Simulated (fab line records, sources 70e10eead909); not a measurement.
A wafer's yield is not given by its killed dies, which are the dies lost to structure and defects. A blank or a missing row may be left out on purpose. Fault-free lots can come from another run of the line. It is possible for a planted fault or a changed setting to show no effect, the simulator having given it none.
A sampling plan put to the test -- flow nand harc -- 13 faults told of in these records, all on one fab line, each judged by the records of the lots it struck
Plan = the line's own looks (route steps where a gauge or an inspection reads the wafer without altering it). A look can be judged if struck wafers have a number there and the file gives its usual mean and standard deviation on fault-free wafers. Caught: the struck wafers' mean, at a look after the fault's first step, is 4 or more of those standard deviations (sigma) away from the usual mean. On the tool: the test repeated on the tool's own readings taken at the fault's steps. Caught also covers a different recipe on the struck wafers, or a record left blank for those wafers only.

== THE FAULTS, as the simulator had put them in ==
1. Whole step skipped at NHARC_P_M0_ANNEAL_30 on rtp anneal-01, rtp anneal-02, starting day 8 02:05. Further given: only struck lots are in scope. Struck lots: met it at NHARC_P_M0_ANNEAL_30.
2. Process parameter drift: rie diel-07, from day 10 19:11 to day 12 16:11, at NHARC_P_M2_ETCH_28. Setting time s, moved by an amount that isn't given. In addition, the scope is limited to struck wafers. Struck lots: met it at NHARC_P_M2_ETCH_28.
3. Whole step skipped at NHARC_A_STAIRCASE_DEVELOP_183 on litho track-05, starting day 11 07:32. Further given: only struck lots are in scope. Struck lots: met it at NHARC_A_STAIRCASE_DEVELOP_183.
4. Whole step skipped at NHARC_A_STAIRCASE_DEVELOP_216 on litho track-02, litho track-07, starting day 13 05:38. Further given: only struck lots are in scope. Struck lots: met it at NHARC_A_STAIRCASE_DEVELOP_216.
5. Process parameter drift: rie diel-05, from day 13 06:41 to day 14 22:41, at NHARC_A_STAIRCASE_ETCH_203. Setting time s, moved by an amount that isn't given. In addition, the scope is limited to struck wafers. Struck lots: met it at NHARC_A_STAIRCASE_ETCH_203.
6. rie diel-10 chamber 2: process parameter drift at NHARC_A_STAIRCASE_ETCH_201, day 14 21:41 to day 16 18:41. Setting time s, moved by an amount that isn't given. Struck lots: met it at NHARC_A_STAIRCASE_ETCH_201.
7. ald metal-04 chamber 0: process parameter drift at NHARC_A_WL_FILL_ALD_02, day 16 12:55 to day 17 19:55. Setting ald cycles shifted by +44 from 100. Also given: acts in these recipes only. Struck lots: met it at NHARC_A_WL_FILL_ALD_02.
8. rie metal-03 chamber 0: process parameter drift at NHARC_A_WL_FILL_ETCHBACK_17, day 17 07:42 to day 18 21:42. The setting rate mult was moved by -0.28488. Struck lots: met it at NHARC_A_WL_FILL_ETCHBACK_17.
9. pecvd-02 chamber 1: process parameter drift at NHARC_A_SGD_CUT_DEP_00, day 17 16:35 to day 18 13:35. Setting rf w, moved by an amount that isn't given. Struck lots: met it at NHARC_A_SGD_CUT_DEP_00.
10. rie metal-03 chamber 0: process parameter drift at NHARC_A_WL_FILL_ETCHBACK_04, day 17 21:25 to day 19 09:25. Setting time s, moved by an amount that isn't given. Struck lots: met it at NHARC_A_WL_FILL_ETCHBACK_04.
11. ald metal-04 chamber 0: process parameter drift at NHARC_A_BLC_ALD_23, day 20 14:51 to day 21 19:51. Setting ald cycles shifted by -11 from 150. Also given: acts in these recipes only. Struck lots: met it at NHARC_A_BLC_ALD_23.
12. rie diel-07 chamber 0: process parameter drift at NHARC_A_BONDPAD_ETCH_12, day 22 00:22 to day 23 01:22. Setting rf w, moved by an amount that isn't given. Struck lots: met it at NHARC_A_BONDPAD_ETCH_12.
13. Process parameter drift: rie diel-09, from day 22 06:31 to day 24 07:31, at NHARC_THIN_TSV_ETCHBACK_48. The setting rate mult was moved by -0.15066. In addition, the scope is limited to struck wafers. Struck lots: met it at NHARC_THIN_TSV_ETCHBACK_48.

== WHAT THE PLAN SAW ==
fault,on the tool itself,first look that catches it,"reading, sigma",median hours from its first step to that look,hours from the fault's start to the first struck lot there,judged looks passed uncaught
1,the tool's record is blank for the struck wafers,NHARC_END_SORT_01,killed at periphery +11,325.5,333,0
2,run length s -34 sigma,no look after it can be judged,-,-,-,0
3,the tool's record is blank for the struck wafers,no look after it can be judged,-,-,-,0
4,the tool's record is blank for the struck wafers,no look after it can be judged,-,-,-,0
5,run length s -10 sigma,no look after it can be judged,-,-,-,0
6,run length s -6.6 sigma,no look after it can be judged,-,-,-,0
7,under 2 sigma,not the one look that can be judged after it,-,-,-,1
8,oes product au -27 sigma,no look after it can be judged,-,-,-,0
9,rf fwd power W +52 sigma,none of the 2 looks that can be judged after it,-,-,-,2
10,run length s -23 sigma,not the one look that can be judged after it,"strongest: killed at other at NHARC_END_SORT_01, +3.5",-,-,1
11,under 2 sigma,no look after it can be judged,-,-,-,0
12,rf fwd power W +95 sigma,not the one look that can be judged after it,-,-,-,1
13,only faintly: oes product au -3.1 sigma,not the one look that can be judged after it,"strongest: killed at periphery at NHARC_END_SORT_01, +2.0",-,-,1
A dash: this means the fault isn't caught or the number doesn't appear in these records.

Caught at a look: 1 of 13. Caught on the tool: 10 of 13. By one or the other: 10 of 13.
Faults caught by the tool alone: 2, 3, 4, 5, 6, 8, 9, 10, 12.
Caught by neither: faults 7, 11, 13.

== THINNER SAMPLING ==
If the look that catches a fault measured only every second or every third lot, by lot number, the first struck lot would be measured this late in the worst case:
fault,"struck lots at that look, in order of time",every lot,every second lot,every third lot
1,L326,333 h,may miss it,may miss it
Hours count from the start of the fault until the first struck lot that is measured. The test against the limit of 4 sigma pooled every struck wafer, which means one lot taken alone may stay below that limit. Other struck lots may not be in these records.

== THE LONGEST TIMED WAY FROM STEP TO LOOK ==
In fault 1, a median of 325.5 hours elapses between NHARC_P_M0_ANNEAL_30 and NHARC_END_SORT_01. No look between them can be judged.
